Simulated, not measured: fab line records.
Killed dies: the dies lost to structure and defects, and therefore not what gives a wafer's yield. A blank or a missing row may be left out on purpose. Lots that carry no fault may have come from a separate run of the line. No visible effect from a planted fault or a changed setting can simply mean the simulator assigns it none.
Which tool did it? ; flow nand harc ; 11 lots, 33 wafers sampled, at 5 steps of a route of 1302

== WHAT THE GAUGES SHOWED, per wafer ==
NHARC_THIN_TSV_CD_MEAS_12 targets a cd of 1000 nm.
lot;measured;on;cd nm (nm)
L775;day 23 21:29;cd sem-03;1002.2 1002.4 999.0
L776;day 24 10:05;cd sem-01;998.5 999.1 998.3
L777;day 24 11:10;cd sem-02;996.8 999.7 998.2
L778;day 25 21:57;cd sem-01;1001.2 999.0 998.1
L781;day 26 15:43;cd sem-02;995.7 997.2 998.1
L788;day 29 14:28;cd sem-01;1014.1 1013.1 1013.2
L791;day 30 08:12;cd sem-02;1011.6 1009.5 1013.5
L793;day 31 11:35;cd sem-03;1007.5 1009.4 1008.9
L796;day 32 18:25;cd sem-03;996.3 997.3 998.2
L798;day 33 15:57;cd sem-02;995.8 995.9 994.8
L797;day 33 17:03;cd sem-01;1000.8 999.8 1000.5

== TOOL THAT RAN EACH LOT (tool first, then ch and the chambers of the sampled wafers, then the start) ==
lot;NHARC_A_BONDPAD_PRE_CLEAN_26;NHARC_A_BONDPAD_ANNEAL_28;NHARC_THIN_TSV_DEP_43;NHARC_THIN_TSV_EXPOSE_09
L775;pvd sputter-02, day 23 06:02 or earlier;rtp anneal-01 ch 0, day 23 06:02;pecvd-01 ch 0,1, day 23 20:47;krf scanner-03 ch 0, day 23 21:20
L776;pvd sputter-03, day 23 20:45 or earlier;rtp anneal-01 ch 0, day 23 20:45;pecvd-03 ch 0,1, day 24 09:18;krf scanner-03 ch 0, day 24 09:56
L777;pvd sputter-02, day 23 21:00 or earlier;rtp anneal-02 ch 0, day 23 21:00;pecvd-03 ch 1,2, day 24 10:31;krf scanner-03 ch 0, day 24 11:01
L778;pvd sputter-03, day 24 21:02 or earlier;rtp anneal-01 ch 0, day 24 21:02;pecvd-04 ch 0,1,2, day 25 21:17;krf scanner-04 ch 0, day 25 21:48
L781;pvd sputter-02, day 26 02:45 or earlier;rtp anneal-01 ch 0, day 26 02:45;pecvd-01 ch 0,1, day 26 14:53;krf scanner-01 ch 0, day 26 15:34
L788;pvd sputter-01, day 28 23:54 or earlier;rtp anneal-01 ch 0, day 28 23:54;pecvd-03 ch 0,1,2, day 29 13:40;krf scanner-03 ch 0, day 29 14:18
L791;pvd sputter-01, day 29 20:54 or earlier;rtp anneal-01 ch 0, day 29 20:54;pecvd-04 ch 0,1,2, day 30 07:28;krf scanner-03 ch 0, day 30 08:02
L793;pvd sputter-01, day 30 22:28 or earlier;rtp anneal-02 ch 0, day 30 22:28;pecvd-04 ch 0,1,2, day 31 10:44;krf scanner-03 ch 0, day 31 11:26
L796;pvd sputter-02, day 32 05:31 or earlier;rtp anneal-01 ch 0, day 32 05:31;pecvd-03 ch 0,1, day 32 17:43;krf scanner-01 ch 0, day 32 18:16
L798;pvd sputter-03, day 33 02:19 or earlier;rtp anneal-01 ch 0, day 33 02:19;pecvd-03 ch 1,2, day 33 15:15;krf scanner-04 ch 0, day 33 15:48
L797;pvd sputter-01, day 33 03:19 or earlier;rtp anneal-02 ch 0, day 33 03:19;pecvd-01 ch 0,1,2, day 33 16:22;krf scanner-04 ch 0, day 33 16:53
- NHARC_A_BONDPAD_PRE_CLEAN_26: time 30 s.
- NHARC_A_BONDPAD_ANNEAL_28: time 90 s.
- NHARC_THIN_TSV_DEP_43: deposits SiO2, target thk 1328.5 nm.
- NHARC_THIN_TSV_EXPOSE_09: exposes mask TSV.

== THE ANSWER, worked out from the rows above alone ==
Rule: usual is defined by the lots themselves. Put in order of their means at a reading, lots are off if they are a third of the lots or fewer, leave a main group of 4 or more, and stand apart from it by a gap of 3 or more times the standard deviation of the main group's means; of several such gaps the widest counts. A main group whose means are all the same, to the digits that the tables above print for the reading, isn't used. A lot without any number at a reading at which 4 lots or more have one is off too. Any other lot the step has rows for is counted as sound.
Off at NHARC_THIN_TSV_CD_MEAS_12 (cd nm): L788, L791, L793. For the main group the mean is 998.5 nm and the standard deviation 1.7.
If a tool, at a process step before that reading, ran all the lots that are off and no sound lot after the first of them, it fits. Those tools and the gauges at NHARC_THIN_TSV_CD_MEAS_12 are tried in the same way. With no start given for some of its lots, NHARC_A_BONDPAD_PRE_CLEAN_26 uses the hours and lot order of NHARC_A_BONDPAD_ANNEAL_28. One candidate fits, namely krf scanner-03 at NHARC_THIN_TSV_EXPOSE_09. A fault onset in the window from L777 (day 24 11:01, its last sound lot) to L788 (day 29 14:18, its first lot off) fits.

== WHAT HAD BEEN PUT IN BY THE SIMULATOR ==
Process parameters drifting: krf scanner-03 at NHARC_THIN_TSV_EXPOSE_09, beginning at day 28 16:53. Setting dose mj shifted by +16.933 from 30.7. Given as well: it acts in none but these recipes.
Shown lots that were struck: L788, L791, L793. Same finding as the rule above.
